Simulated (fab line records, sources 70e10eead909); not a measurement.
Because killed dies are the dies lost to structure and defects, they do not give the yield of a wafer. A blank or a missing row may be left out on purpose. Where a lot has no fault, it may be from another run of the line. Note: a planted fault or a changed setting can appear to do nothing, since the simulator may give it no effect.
Matching of chambers || flow nand harc || 4 sister chambers for NHARC_P_CONTACT_STRIP_28 on rie diel-02
The step strips in O2. 4 wafers are shown with their chamber, then 12 later ones without.

== EACH WAFER AND ITS CHAMBER ==
{"wafer": "L088.5", "chamber": 2, "drypump motor current A (A)": 5.6}
{"wafer": "L089.1", "chamber": 0, "drypump motor current A (A)": 5.8}
{"wafer": "L090.3", "chamber": 1, "drypump motor current A (A)": 5.9}
{"wafer": "L090.6", "chamber": 3, "drypump motor current A (A)": 6.6}

== WAFERS WITH NO CHAMBER GIVEN ==
{"wafer": "L092.2", "drypump motor current A (A)": 6.7}
{"wafer": "L092.5", "drypump motor current A (A)": 5.6}
{"wafer": "L092.6", "drypump motor current A (A)": 5.9}
{"wafer": "L093.1", "drypump motor current A (A)": 5.6}
{"wafer": "L093.3", "drypump motor current A (A)": 6.6}
{"wafer": "L093.5", "drypump motor current A (A)": 5.9}
{"wafer": "L094.2", "drypump motor current A (A)": 5.9}
{"wafer": "L094.3", "drypump motor current A (A)": 6.6}
{"wafer": "L094.4", "drypump motor current A (A)": 5.6}
{"wafer": "L095.1", "drypump motor current A (A)": 5.9}
{"wafer": "L095.2", "drypump motor current A (A)": 6.6}
{"wafer": "L095.6", "drypump motor current A (A)": 6.6}

== CHAMBER TAKEN BY EACH ==
{"wafer": "L092.2", "from the rows above": 3, "in truth": 3}
{"wafer": "L092.5", "from the rows above": 2, "in truth": 2}
{"wafer": "L092.6", "from the rows above": 1, "in truth": 1}
{"wafer": "L093.1", "from the rows above": 2, "in truth": 2}
{"wafer": "L093.3", "from the rows above": 3, "in truth": 3}
{"wafer": "L093.5", "from the rows above": 1, "in truth": 1}
{"wafer": "L094.2", "from the rows above": 1, "in truth": 1}
{"wafer": "L094.3", "from the rows above": 3, "in truth": 3}
{"wafer": "L094.4", "from the rows above": 2, "in truth": 2}
{"wafer": "L095.1", "from the rows above": 1, "in truth": 1}
{"wafer": "L095.2", "from the rows above": 3, "in truth": 3}
{"wafer": "L095.6", "from the rows above": 3, "in truth": 3}
12 of 12 placed correctly. Not placeable from these rows: 0. Placed wrongly: 0.
How it was worked out, from the rows above alone: a wafer's distance from a chamber is the root of the sum, over the readings, of the square of ((its reading less the chamber's mean) divided by the reading's scatter). The wafer belongs to the nearest chamber; if the next one is less than 2 further off, it can't be placed. The mean given for a chamber averages the wafers shown for that chamber. The scatter (one wafer shown for each chamber): square how far every hidden wafer sits from the nearest shown wafer, average those squares and take the square root.
